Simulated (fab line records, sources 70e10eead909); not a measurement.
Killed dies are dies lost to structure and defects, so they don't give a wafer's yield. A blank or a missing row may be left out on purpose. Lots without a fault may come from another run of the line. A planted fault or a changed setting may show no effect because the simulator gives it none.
fab line records | flow nand_harc
record lots=12 wafers=36 last_day=35
route steps=1302 shown A_M0@1157 A_M1@1176 END@1302
lots that met no fault: from a run of the same line without faults
start_h: hours from the record's first day to the start of the lot's first wafer shown | wait_h: hours since the lot's step before | " the same as in the row above | L1.1+2: a row that stands for several wafers | - no value, or no start given | * or withheld: withheld | < > ~ a bound
route shown NAME@n: a module of which the file shows steps, and the number in the route of the first | usual: mean/standard deviation of fault-free wafers | same: alike in all rows | chamber/n: place in a boat | sites: the reading at each site | _std_site: their standard deviation | _edge_site: outer sites' mean less inner sites' | radius_mm: how far each site lies from the wafer's centre | mask NAME#n: copy n | behind: the tool/chamber that last shaped the wafer | hold: why the lot was held/for how many hours/how that ended | device: the transistor (n, p or np) that didn't switch | end of line: the same wafers' tests at the end of the route | a step without rows: its recipe alone | killed: dies lost to structure and defects at the first sort, not the wafer's yield | map: a wafer's dies, x killed, . not, _ none there
set.NAME: the setting as run; set.NAME@STEP: as run at that earlier step | model.NAME: the simulator's own value behind a step, which no gauge read
steps of the route over a sample of lots; a table a step, a row a wafer
services: from which hour (start_h, from the record's first day; less than 0 if before it) a tool's chamber was out of use, for how many hours, and why
## steps
# step NHARC_A_M0_PRE_CLEAN_29
# recipe time_s=30 temp_c=280 gas=H2/He
# usual heater_power_w=427/33
# columns lot.wafer tool chamber start_h wait_h heater_power_w
L459.3 pvd_sputter-03 - - - 489
L459.2 " - " " 474
L459.5 " - " " 412
L462.1 pvd_sputter-02 - - - 404
L462.5 " - " " 388
L462.6 " - " " 410
L466.1 pvd_sputter-01 - - - 437
L466.3 " - " " 445
L466.6 " - " " 443
L463.1 pvd_sputter-01 - - - 432
L463.3 " - " " 485
L463.5 " - " " 482
L469.3 pvd_sputter-03 - - - 473
L469.4 " - " " 480
L469.5 " - " " 456
L465.2 pvd_sputter-02 - - - 383
L465.4 " - " " 411
L465.5 " - " " 386
L468.4 pvd_sputter-02 - - - 375
L468.1 " - " " 418
L468.2 " - " " 372
L470.4 pvd_sputter-03 - - - 467
L470.3 " - " " 407
L470.6 " - " " 401
L471.1 pvd_sputter-03 - - - 477
L471.3 " - " " 465
L471.4 " - " " 415
L464.3 pvd_sputter-02 - - - 365
L464.1 " - " " 398
L464.5 " - " " 403
L481.3 pvd_sputter-01 - - - 434
L481.6 " - " " 406
L481.5 " - " " 447
L482.2 pvd_sputter-01 - - - 393
L482.3 " - " " 449
L482.6 " - " " 447
# step NHARC_A_M0_DEP_32
# recipe target_thk_a=300 temp_c=370 target_thk_nm=30 pressure_torr=3 flow_sccm=200 rf_w=450 material=SiCN
# usual heater_power_w=580/72 showerhead_vpp_V=1305/56
# columns lot.wafer tool chamber start_h wait_h heater_power_w showerhead_vpp_V
L459.2 pecvd-02 0 538.24 0.1 660 1390
L459.3 " 2 " " 524 1199
L459.5 " 0 " " 660 1387
L462.1 pecvd-01 0 564.59 0.1 622 1329
L462.6 " 0 " " 609 1312
L462.5 " 2 " " 484 1350
L466.3 pecvd-01 1 634.63 0.1 532 1355
L466.1 " 2 " " 487 1345
L466.6 " 0 " " 693 1331
L463.1 pecvd-01 0 637.84 0.1 677 1312
L463.3 " 1 " " 508 1322
L463.5 " 1 " " 504 1341
L469.3 pecvd-02 1 646.19 0.1 534 1229
L469.4 " 0 " " 487 1414
L469.5 " 1 " " 542 1206
L465.2 pecvd-03 0 654.07 0.1 600 1356
L465.4 " 1 " " 664 1263
L465.5 " 0 " " 595 1334
L468.2 pecvd-01 1 664.70 0.1 545 1311
L468.1 " 2 " " 517 1372
L468.4 " 2 " " 521 1365
L470.3 pecvd-01 0 672.54 0.1 721 1305
L470.4 " 2 " " 498 1364
L470.6 " 0 " " 719 1303
L471.1 pecvd-03 2 678.45 0.1 653 1280
L471.3 " 0 " " 671 1333
L471.4 " 2 " " 668 1270
L464.3 pecvd-02 1 681.49 0.1 550 1223
L464.1 " 2 " " 493 1198
L464.5 " 0 " " 578 1393
L481.3 pecvd-01 1 756.06 0.1 551 1352
L481.6 " 1 " " 553 1349
L481.5 " 2 " " 477 1341
L482.3 pecvd-02 0 792.02 0.1 558 1400
L482.2 " 2 " " 519 1226
L482.6 " 0 " " 558 1397
# step NHARC_A_M1_EXPOSE_06
# recipe na=1.35 target_cd_nm=120 dose_mj=75.13 mask_id=A_M1
# columns lot.wafer tool chamber start_h wait_h mask
L459.2+3+5 arfi_scanner-03 0 539.36 - A_M1#0
L462.1+5+6 arfi_scanner-02 0 565.82 - A_M1#0
L466.1+3+6 arfi_scanner-02 0 635.74 - A_M1#0
L463.1+3+5 arfi_scanner-02 0 638.82 - A_M1#0
L469.3+4+5 arfi_scanner-02 0 647.12 - A_M1#0
L465.2+4+5 arfi_scanner-03 0 655.09 - A_M1#0
L468.1+2+4 arfi_scanner-01 0 665.76 - A_M1#0
L470.3+4+6 arfi_scanner-01 0 673.45 - A_M1#0
L471.1+3+4 arfi_scanner-02 0 679.62 - A_M1#0
L464.1+3+5 arfi_scanner-01 0 682.69 - A_M1#0
L481.3+5+6 arfi_scanner-02 0 757.06 - A_M1#0
L482.2+3+6 arfi_scanner-03 0 793.13 - A_M1#0
# step NHARC_A_M1_CD_MEAS_09
# recipe target_cd_nm=120 landing_energy_ev=500
# usual cd_nm=120.3/0.57
# columns lot.wafer tool chamber start_h wait_h cd_nm
L459.2 cd_sem-01 0 539.50 - 121.6
L459.3 " 0 " " 119.3
L459.5 " 0 " " 120.3
L462.1 cd_sem-02 0 565.96 - 120.5
L462.5 " 0 " " 120.3
L462.6 " 0 " " 120.2
L466.1 cd_sem-02 0 635.88 - 120.1
L466.3 " 0 " " 120.5
L466.6 " 0 " " 120.2
L463.1 cd_sem-02 0 638.96 - 120.7
L463.3 " 0 " " 120.7
L463.5 " 0 " " 120.7
L469.3 cd_sem-02 0 647.26 - 120.9
L469.4 " 0 " " 120.2
L469.5 " 0 " " 120.5
L465.2 cd_sem-02 0 655.23 - 119.8
L465.4 " 0 " " 119.4
L465.5 " 0 " " 119.9
L468.1 cd_sem-03 0 665.90 - 120.2
L468.2 " 0 " " 120.5
L468.4 " 0 " " 120.5
L470.3 cd_sem-01 0 673.58 - 120.7
L470.4 " 0 " " 120.4
L470.6 " 0 " " 120.3
L471.1 cd_sem-03 0 679.76 - 120.4
L471.3 " 0 " " 120.7
L471.4 " 0 " " 119.2
L464.1 cd_sem-03 0 682.83 - 119.9
L464.3 " 0 " " 120.7
L464.5 " 0 " " 120.1
L481.3 cd_sem-01 0 757.19 - 120.1
L481.5 " 0 " " 120.8
L481.6 " 0 " " 122.2
L482.2 cd_sem-03 0 793.27 - 119.1
L482.3 " 0 " " 119.9
L482.6 " 0 " " 119.9
# step NHARC_A_M1_STRIP_18
# recipe power_w=1000 n2_flow_sccm=150 h2_flow_sccm=150 ar_flow_sccm=0 bias_w=0 chemistry=N2/H2
# usual drypump_motor_current_A=5.76/0.27 oes_product_au=0.995/0.0089 rf_vpp_V=90.6/1 showerhead_plenum_p_Torr=2.02/0.081 throttle_valve_pct=14.171/0.0087
# same bias_w=0
# columns lot.wafer tool chamber start_h wait_h drypump_motor_current_A oes_product_au rf_hours_counter_h rf_vpp_V showerhead_plenum_p_Torr throttle_valve_pct
L459.2 rie_diel-11 3 540.06 0.1 6.31 1.001 5.7 92.9 2.14 14.181
L459.3 " 1 " " 5.54 0.981 5.4 89.6 1.89 14.154
L459.5 " 3 " " 6.31 1.003 - 92.2 2.14 14.162
L462.1 rie_diel-11 2 566.55 0.1 5.42 0.986 8.4 89.4 1.99 14.165
L462.5 " 1 " " 5.53 0.988 - 88.5 1.89 14.176
L462.6 " 2 " " 5.42 0.990 - 90.0 1.99 14.174
L466.3 rie_diel-02 0 636.45 0.1 5.53 1.000 2.0 90.8 2.13 14.170
L466.1 " 2 " " 5.72 0.989 2.2 90.3 2.00 14.177
L466.6 " 1 " " 5.94 0.996 - 89.6 1.95 14.177
L463.1 rie_diel-13 0 639.56 0.1 5.90 1.008 3.3 91.3 1.93 14.174
L463.3 " 2 " " 6.10 0.993 2.7 91.1 1.99 14.167
L463.5 " 3 " " 5.40 0.999 - 88.8 1.97 14.167
L469.4 rie_diel-11 3 647.84 0.1 6.33 1.002 2.2 91.9 2.14 14.168
L469.3 " 0 " " 5.78 0.985 2.2 90.9 2.10 14.160
L469.5 " 3 " " 6.32 1.011 - 92.7 2.14 14.174
L465.2 rie_diel-11 3 655.89 0.1 6.31 1.004 2.4 91.4 2.14 14.165
L465.4 " 0 " " 5.75 0.979 2.3 92.3 2.10 14.176
L465.5 " 2 " " 5.44 0.978 - 90.3 1.99 14.160
L468.1 rie_diel-11 3 666.49 0.1 6.31 0.999 3.5 91.4 2.14 14.157
L468.2 " 0 " " 5.80 0.999 3.5 91.7 2.10 14.168
L468.4 " 1 " " 5.52 0.987 3.7 91.3 1.88 14.167
L470.4 rie_diel-02 2 674.19 0.1 5.73 0.996 4.7 90.6 2.00 14.178
L470.3 " 3 " " 5.80 0.996 4.3 90.0 2.03 14.166
L470.6 " 1 " " 5.94 0.990 - 90.4 1.95 14.170
L471.1 rie_diel-11 3 680.33 0.1 6.32 1.011 3.8 91.6 2.14 14.174
L471.3 " 0 " " 5.75 0.991 3.8 90.9 2.10 14.165
L471.4 " 1 " " 5.55 0.994 4.0 89.3 1.88 14.174
L464.3 rie_diel-13 0 683.43 0.1 5.86 0.999 4.1 90.5 1.93 14.166
L464.1 " 2 " " 6.14 0.999 3.5 89.2 1.99 14.174
L464.5 " 3 " " 5.40 0.998 - 90.9 1.97 14.178
L481.3 rie_diel-11 3 757.78 0.1 6.32 0.997 8.0 91.4 2.14 14.169
L481.5 " 2 " " 5.40 0.986 - 91.3 1.99 14.187
L481.6 " 3 " " 6.33 0.987 - 91.7 2.14 14.169
L482.3 rie_diel-13 3 793.88 0.1 5.42 0.998 2.7 91.4 1.97 14.176
L482.2 " 0 " " 5.87 0.997 2.5 88.1 1.93 14.173
L482.6 " 1 " " 5.66 0.994 - 92.3 2.14 14.161
# step NHARC_END_SORT_01
# recipe temp_c=25
# usual defect_limited_yield=91.3/2.7 killed_at_array=54/18 killed_at_other=0.9/1.2 killed_at_periphery=4.4/2.9 killed_dies=59/18 killed_open=3.2/1.8 killed_short=2.6/1.8
# same gross_dies=677
# columns lot.wafer tool chamber start_h wait_h defect_limited_yield[%] killed_at_array killed_at_other killed_at_periphery killed_dies killed_open killed_short
L459.2 prober-01 0 582.45 2.8 95.4 27 1 3 31 3 2
L459.3 prober-01 0 583.27 3.1 95.6 24 1 5 30 2 1
L459.5 prober-01 0 584.90 3.8 95.7 26 2 1 29 1 3
L462.1 prober-01 0 601.99 2.5 87.6 72 1 11 84 2 7
L462.5 prober-01 0 605.18 3.7 86.7 83 1 6 90 2 3
L462.6 prober-01 0 605.98 4.0 88.8 70 4 2 76 3 0
L466.1 prober-01 0 671.00 2.5 95.7 21 0 8 29 8 4
L466.3 prober-01 0 672.60 3.1 95.7 27 0 2 29 5 6
L466.6 prober-01 0 674.99 4.0 96.5 21 1 2 24 1 3
L463.1 prober-02 0 672.21 2.5 93.2 44 0 2 46 3 5
L463.3 prober-02 0 673.81 3.1 91.6 55 0 2 57 1 1
L463.5 prober-02 0 675.41 3.7 91.6 52 4 1 57 2 2
L469.3 prober-01 0 686.20 3.1 91.3 54 1 4 59 1 3
L469.4 prober-01 0 686.99 3.4 88.8 69 0 7 76 4 3
L469.5 prober-01 0 687.78 3.7 93.1 44 0 3 47 3 1
L465.2 prober-02 0 691.13 2.8 90.8 49 0 13 62 2 5
L465.4 prober-02 0 692.71 3.4 89.1 61 0 13 74 3 4
L465.5 prober-02 0 693.51 3.7 88.8 66 0 10 76 5 3
L468.1 prober-02 0 712.54 2.5 89.7 67 2 1 70 3 5
L468.2 prober-02 0 713.34 2.8 89.4 71 1 0 72 5 6
L468.4 prober-02 0 714.93 3.4 89.8 68 0 1 69 2 1
L470.3 prober-01 0 714.17 3.1 91.9 49 0 6 55 5 2
L470.4 prober-01 0 714.98 3.4 92.0 49 1 4 54 1 3
L470.6 prober-01 0 716.60 4.1 90.3 62 0 4 66 3 6
L464.1 prober-02 0 720.36 2.5 91.9 48 1 6 55 2 3
L464.3 prober-02 0 721.95 3.1 94.4 35 1 2 38 2 0
L464.5 prober-02 0 723.54 3.7 93.8 40 1 1 42 1 0
L471.1 prober-01 0 720.46 2.5 93.9 37 1 3 41 7 2
L471.3 prober-01 0 722.07 3.1 93.9 39 0 2 41 0 2
L471.4 prober-01 0 722.87 3.4 92.8 47 0 2 49 2 2
L481.3 prober-02 0 793.38 3.1 85.7 88 1 8 97 1 6
L481.5 prober-02 0 795.00 3.7 85.4 95 0 4 99 1 1
L481.6 prober-02 0 795.81 4.1 86.0 94 0 1 95 2 1
L482.2 prober-02 0 840.21 2.8 96.6 20 1 2 23 1 3
L482.3 prober-02 0 841.01 3.1 96.5 19 2 3 24 2 1
L482.6 prober-02 0 843.41 4.0 94.2 34 3 2 39 5 1
# killed by level:class
L459.2 A_CHANNEL_HOLE_D2:chamber_film_flake=8 A_SGD_CUT:chamber_film_flake=7 A_STAIRCASE:chamber_film_flake=3 A_CONTACT:chamber_film_flake=3 A_CHANNEL_HOLE_D1:chamber_film_flake=2 P_GATE:geometric_particle:open=1 P_M0:geometric_particle:open=1 A_CHANNEL_FILL_D1:geometric_particle:short=1
L459.3 A_CHANNEL_HOLE_D2:chamber_film_flake=8 A_STAIRCASE:chamber_film_flake=5 A_SGD_CUT:chamber_film_flake=5 P_STI:chamber_film_flake=2 A_CHANNEL_HOLE_D1:chamber_film_flake=2 A_CONTACT:chamber_film_flake=2 P_CONTACT:geometric_particle:open=1 P_M0:geometric_particle:open=1
L459.5 A_SGD_CUT:chamber_film_flake=7 A_CHANNEL_HOLE_D2:chamber_film_flake=6 A_CONTACT:chamber_film_flake=4 A_WL_FILL:chamber_film_flake=2 A_BONDPAD:chamber_film_flake=2 P_GATE:geometric_particle:open=1 A_CHANNEL_FILL_D1:geometric_particle:short=1 A_CHANNEL_FILL_D2:geometric_particle:short=1
L462.1 A_SLIT:chamber_film_flake=29 A_CHANNEL_HOLE_D2:chamber_film_flake=17 A_CONTACT:chamber_film_flake=7 P_GATE:chamber_film_flake=6 A_CHANNEL_HOLE_D1:chamber_film_flake=5 P_M2:chamber_film_flake=2 A_CHANNEL_FILL_D2:chamber_film_flake=2 A_SGD_CUT:chamber_film_flake=2
L462.5 A_SLIT:chamber_film_flake=32 A_CHANNEL_HOLE_D2:chamber_film_flake=30 A_CONTACT:chamber_film_flake=8 P_M2:chamber_film_flake=3 A_DECK1_JOINT:chamber_film_flake=3 A_CHANNEL_HOLE_D1:chamber_film_flake=2 A_SGD_CUT:chamber_film_flake=2 A_CHANNEL_HOLE_D1:geometric_particle:open=1
L462.6 A_SLIT:chamber_film_flake=35 A_CHANNEL_HOLE_D2:chamber_film_flake=20 A_CHANNEL_HOLE_D1:chamber_film_flake=4 A_CONTACT:chamber_film_flake=4 THIN_TSV:chamber_film_flake=4 P_GATE:chamber_film_flake=2 A_DECK1_JOINT:chamber_film_flake=2 A_DECK1_JOINT:geometric_particle:open=1
L466.1 A_CHANNEL_HOLE_D1:chamber_film_flake=6 P_STI:chamber_film_flake=3 A_CHANNEL_HOLE_D2:chamber_film_flake=3 P_CONTACT:geometric_particle:open=2 A_ONON_D1:geometric_particle:open=2 A_STAIRCASE:chamber_film_flake=2 P_M1:geometric_particle:short=1 P_M2:geometric_particle:open=1
L463.1 A_CHANNEL_HOLE_D1:chamber_film_flake=24 A_CHANNEL_HOLE_D2:chamber_film_flake=11 A_DECK1_JOINT:chamber_film_flake=3 A_CHANNEL_FILL_D2:geometric_particle:short=2 P_GATE:geometric_particle:open=1 P_M0:geometric_particle:short=1 A_ONON_D1:geometric_particle:short=1 A_CHANNEL_FILL_D1:geometric_particle:open=1
L466.3 A_CHANNEL_HOLE_D1:chamber_film_flake=7 A_CHANNEL_HOLE_D2:chamber_film_flake=5 A_WL_FILL:geometric_particle:short=2 P_STI:chamber_film_flake=2 A_CONTACT:chamber_film_flake=2 A_ONON_D1:geometric_particle:short=1 A_CHANNEL_FILL_D1:geometric_particle:open=1 A_DECK1_JOINT:geometric_particle:short=1
L463.3 A_CHANNEL_HOLE_D1:chamber_film_flake=36 A_CHANNEL_HOLE_D2:chamber_film_flake=15 A_DECK1_JOINT:chamber_film_flake=2 A_WL_FILL:geometric_particle:short=1 A_BLC:geometric_particle:open=1 P_ZERO_WELL:chamber_film_flake=1 P_GATE:chamber_film_flake=1
L466.6 A_CHANNEL_HOLE_D1:chamber_film_flake=6 A_CONTACT:chamber_film_flake=5 A_CHANNEL_HOLE_D2:chamber_film_flake=3 A_STAIRCASE:chamber_film_flake=2 P_CONTACT:geometric_particle:short=1 A_CHANNEL_FILL_D2:geometric_particle:open=1 A_CHANNEL_FILL_D2:geometric_particle:short=1 A_WL_FILL:geometric_particle:short=1
L463.5 A_CHANNEL_HOLE_D1:chamber_film_flake=26 A_CHANNEL_HOLE_D2:chamber_film_flake=20 THIN_TSV:chamber_film_flake=4 A_ONON_D1:geometric_particle:short=1 A_ONON_D1:geometric_particle:open=1 A_DECK1_JOINT:geometric_particle:short=1 A_WL_FILL:geometric_particle:open=1 P_STI:chamber_film_flake=1
L469.3 A_CHANNEL_HOLE_D2:chamber_film_flake=22 A_CHANNEL_HOLE_D1:chamber_film_flake=18 A_CONTACT:chamber_film_flake=6 P_STI:chamber_film_flake=2 P_CONTACT:geometric_particle:open=1 A_ONON_D1:geometric_particle:short=1 A_SGD_CUT:geometric_particle:short=1 A_BLC:geometric_particle:short=1
L469.4 A_CHANNEL_HOLE_D1:chamber_film_flake=28 A_CHANNEL_HOLE_D2:chamber_film_flake=24 A_CONTACT:chamber_film_flake=7 P_STI:chamber_film_flake=4 A_CHANNEL_HOLE_D2:geometric_particle:open=2 P_M0:geometric_particle:short=1 A_ONON_D1:geometric_particle:open=1 A_DECK1_JOINT:geometric_particle:short=1
L469.5 A_CHANNEL_HOLE_D1:chamber_film_flake=19 A_CHANNEL_HOLE_D2:chamber_film_flake=16 A_DECK1_JOINT:chamber_film_flake=3 A_CONTACT:chamber_film_flake=3 P_M0:geometric_particle:open=2 A_ONON_D1:geometric_particle:open=1 A_CHANNEL_FILL_D2:geometric_particle:short=1 P_ZERO_WELL:chamber_film_flake=1
L465.2 A_CHANNEL_HOLE_D1:chamber_film_flake=21 A_CHANNEL_HOLE_D2:chamber_film_flake=16 P_STI:chamber_film_flake=8 A_CONTACT:chamber_film_flake=3 A_ONON_D2:geometric_particle:short=2 P_CONTACT:chamber_film_flake=2 P_M2:chamber_film_flake=2 A_STAIRCASE:chamber_film_flake=2
L465.4 A_CHANNEL_HOLE_D2:chamber_film_flake=22 A_CHANNEL_HOLE_D1:chamber_film_flake=18 A_CONTACT:chamber_film_flake=4 A_BLC:chamber_film_flake=4 P_STI:chamber_film_flake=3 P_CONTACT:chamber_film_flake=3 P_M2:chamber_film_flake=3 A_SLIT:chamber_film_flake=3
L465.5 A_CHANNEL_HOLE_D1:chamber_film_flake=21 A_CHANNEL_HOLE_D2:chamber_film_flake=20 A_CONTACT:chamber_film_flake=5 P_M2:chamber_film_flake=4 P_STI:chamber_film_flake=3 A_CHANNEL_FILL_D1:chamber_film_flake=3 A_BONDPAD:chamber_film_flake=3 A_SLIT:chamber_film_flake=2
L468.1 A_SLIT:chamber_film_flake=34 A_CHANNEL_HOLE_D2:chamber_film_flake=20 A_CHANNEL_HOLE_D1:chamber_film_flake=3 A_ONON_D1:geometric_particle:short=2 A_DECK1_JOINT:geometric_particle:open=2 A_WL_FILL:chamber_film_flake=2 P_M0:geometric_particle:short=1 A_CHANNEL_HOLE_D1:geometric_particle:short=1
L468.2 A_SLIT:chamber_film_flake=30 A_CHANNEL_HOLE_D2:chamber_film_flake=18 A_CHANNEL_HOLE_D1:chamber_film_flake=6 A_WL_FILL:chamber_film_flake=3 A_CHANNEL_FILL_D2:geometric_particle:short=2 A_SOURCE_PLATE:geometric_particle:open=1 A_ONON_D1:geometric_particle:short=1 A_DECK1_JOINT:geometric_particle:open=1
L470.3 A_CHANNEL_HOLE_D1:chamber_film_flake=18 A_CHANNEL_HOLE_D2:chamber_film_flake=18 A_CONTACT:chamber_film_flake=4 P_STI:chamber_film_flake=2 A_STAIRCASE:chamber_film_flake=2 A_SLIT:chamber_film_flake=2 P_M0:geometric_particle:open=1 P_M1:geometric_particle:open=1
L468.4 A_SLIT:chamber_film_flake=32 A_CHANNEL_HOLE_D2:chamber_film_flake=16 A_CHANNEL_HOLE_D1:chamber_film_flake=7 A_CHANNEL_FILL_D1:chamber_film_flake=3 A_CHANNEL_FILL_D2:chamber_film_flake=2 A_BLC:chamber_film_flake=2 A_WL_FILL:chamber_film_flake=2 P_M0:geometric_particle:open=1
L470.4 A_CHANNEL_HOLE_D1:chamber_film_flake=18 A_CHANNEL_HOLE_D2:chamber_film_flake=16 A_STAIRCASE:chamber_film_flake=6 A_CHANNEL_FILL_D1:chamber_film_flake=3 A_SLIT:chamber_film_flake=2 P_STI:geometric_particle:open=1 A_SGD_CUT:geometric_particle:short=1 A_BLC:geometric_particle:short=1
L470.6 A_CHANNEL_HOLE_D2:chamber_film_flake=22 A_CHANNEL_HOLE_D1:chamber_film_flake=18 A_SLIT:chamber_film_flake=5 A_STAIRCASE:chamber_film_flake=4 A_CONTACT:chamber_film_flake=3 A_CHANNEL_FILL_D2:geometric_particle:short=2 A_CHANNEL_FILL_D2:geometric_particle:open=2 P_GATE:chamber_film_flake=2
L464.1 A_SLIT:chamber_film_flake=29 A_CHANNEL_HOLE_D1:chamber_film_flake=5 A_STAIRCASE:chamber_film_flake=4 P_M2:chamber_film_flake=2 A_DECK1_JOINT:chamber_film_flake=2 A_CONTACT:chamber_film_flake=2 P_CONTACT:geometric_particle:open=1 A_ONON_D1:geometric_particle:short=1
L471.1 A_CHANNEL_HOLE_D2:chamber_film_flake=12 A_CHANNEL_HOLE_D1:chamber_film_flake=9 A_STAIRCASE:chamber_film_flake=7 A_BLC:geometric_particle:open=3 A_CONTACT:chamber_film_flake=2 P_CONTACT:geometric_particle:short=1 P_M0:geometric_particle:short=1 A_CHANNEL_FILL_D1:geometric_particle:open=1
L464.3 A_SLIT:chamber_film_flake=28 A_CHANNEL_HOLE_D1:chamber_film_flake=3 A_STAIRCASE:chamber_film_flake=2 P_CONTACT:geometric_particle:open=1 A_ONON_D1:geometric_particle:open=1 P_M0:chamber_film_flake=1 A_CONTACT:chamber_film_flake=1 THIN_TSV:chamber_film_flake=1
L471.3 A_CHANNEL_HOLE_D2:chamber_film_flake=19 A_STAIRCASE:chamber_film_flake=5 A_CONTACT:chamber_film_flake=5 A_CHANNEL_HOLE_D1:chamber_film_flake=4 A_SGD_CUT:chamber_film_flake=2 A_DECK1_JOINT:geometric_particle:short=1 A_ONON_D2:geometric_particle:short=1 P_ZERO_WELL:chamber_film_flake=1
L471.4 A_CHANNEL_HOLE_D2:chamber_film_flake=19 A_CHANNEL_HOLE_D1:chamber_film_flake=10 A_SLIT:chamber_film_flake=5 A_STAIRCASE:chamber_film_flake=5 A_CONTACT:chamber_film_flake=5 P_GATE:geometric_particle:open=1 P_M0:geometric_particle:open=1 A_DECK1_JOINT:geometric_particle:short=1
L464.5 A_SLIT:chamber_film_flake=29 A_CHANNEL_HOLE_D1:chamber_film_flake=4 A_CONTACT:chamber_film_flake=3 A_STAIRCASE:chamber_film_flake=2 A_ONON_D1:geometric_particle:open=1 P_GATE:chamber_film_flake=1 A_CHANNEL_HOLE_D2:chamber_film_flake=1 THIN_TSV:chamber_film_flake=1
L481.3 A_CHANNEL_HOLE_D2:chamber_film_flake=33 A_SLIT:chamber_film_flake=25 A_CHANNEL_HOLE_D1:chamber_film_flake=12 A_CONTACT:chamber_film_flake=7 P_GATE:chamber_film_flake=5 A_DECK1_JOINT:chamber_film_flake=5 P_GATE:geometric_particle:open=1 P_CONTACT:geometric_particle:short=1
L481.5 A_SLIT:chamber_film_flake=36 A_CHANNEL_HOLE_D2:chamber_film_flake=24 A_CHANNEL_HOLE_D1:chamber_film_flake=13 A_STAIRCASE:chamber_film_flake=5 A_WL_FILL:chamber_film_flake=4 A_M1:chamber_film_flake=4 A_CONTACT:chamber_film_flake=3 P_ZERO_WELL:chamber_film_flake=2
L481.6 A_SLIT:chamber_film_flake=37 A_CHANNEL_HOLE_D2:chamber_film_flake=29 A_CHANNEL_HOLE_D1:chamber_film_flake=11 A_STAIRCASE:chamber_film_flake=5 A_CONTACT:chamber_film_flake=5 A_WL_FILL:chamber_film_flake=2 A_ONON_D1:geometric_particle:open=1 A_WL_FILL:geometric_particle:short=1
L482.2 A_SLIT:chamber_film_flake=7 A_STAIRCASE:chamber_film_flake=4 A_ONON_D2:geometric_particle:short=2 A_DECK1_JOINT:chamber_film_flake=2 A_CHANNEL_HOLE_D2:chamber_film_flake=2 A_CHANNEL_FILL_D2:geometric_particle:short=1 A_WL_FILL:geometric_particle:open=1 P_ZERO_WELL:chamber_film_flake=1
L482.3 A_SLIT:chamber_film_flake=7 A_CONTACT:chamber_film_flake=4 P_GATE:chamber_film_flake=2 A_DECK1_JOINT:chamber_film_flake=2 THIN_TSV:chamber_film_flake=2 A_CHANNEL_FILL_D1:geometric_particle:short=1 A_CHANNEL_HOLE_D2:geometric_particle:open=1 A_M0:geometric_particle:open=1
L482.6 A_SLIT:chamber_film_flake=17 A_STAIRCASE:chamber_film_flake=5 A_CONTACT:chamber_film_flake=5 THIN_TSV:chamber_film_flake=3 A_ONON_D1:geometric_particle:open=2 A_DECK1_JOINT:geometric_particle:open=1 A_ONON_D2:geometric_particle:open=1 A_ONON_D2:geometric_particle:short=1
## services
# columns tool chamber start_h hours kind
arfi_scanner-02 - 518.87 5.1 repair
pecvd-01 1 526.01 49.0 repair
pvd_sputter-03 - 526.03 10.0 pm
pvd_sputter-01 - 541.99 3.6 repair
rie_diel-11 0 562.64 2.9 repair
rie_diel-11 0 580.64 4.6 repair
pvd_sputter-01 - 582.00 10.0 pm
pecvd-02 - 589.48 13.0 pm
rie_diel-11 0 601.30 7.9 repair
arfi_scanner-02 - 601.52 2.0 repair
rie_diel-11 - 609.91 9.0 pm
pecvd-02 1 623.88 1.8 repair
pvd_sputter-02 - 638.02 10.0 pm
pecvd-02 1 653.16 6.5 repair
arfi_scanner-02 - 656.00 4.0 pm
pvd_sputter-02 - 664.95 2.2 repair
arfi_scanner-02 - 669.42 2.5 repair
pecvd-01 - 673.46 13.0 pm
arfi_scanner-02 - 699.17 0.6 repair
pvd_sputter-03 - 704.03 10.0 pm
pvd_sputter-01 - 731.91 5.0 repair
pvd_sputter-02 - 735.53 1.5 repair
pvd_sputter-03 - 740.42 3.6 repair
rie_diel-11 - 786.91 9.0 pm
## key
first_sign step=NHARC_A_M1_CD_MEAS_09 reading=cd_nm direction=up sigmas=3.3 usual=120.3 struck=122.2
effect none on later readings
met_at NHARC_A_M1_EXPOSE_06
struck_lots L481
struck_wafers L481.6
not_acting_at NHARC_A_M0_PRE_CLEAN_29,NHARC_A_M0_DEP_32,NHARC_A_M1_STRIP_18
onset_between 679.62 757.06
fault kind=process_parameter_drift tool=arfi_scanner-02 chamber=- onset_h=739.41 steps=NHARC_A_M1_EXPOSE_06 channel=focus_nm offset=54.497 shape=step end_h=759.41 scope=struck_wafers_only
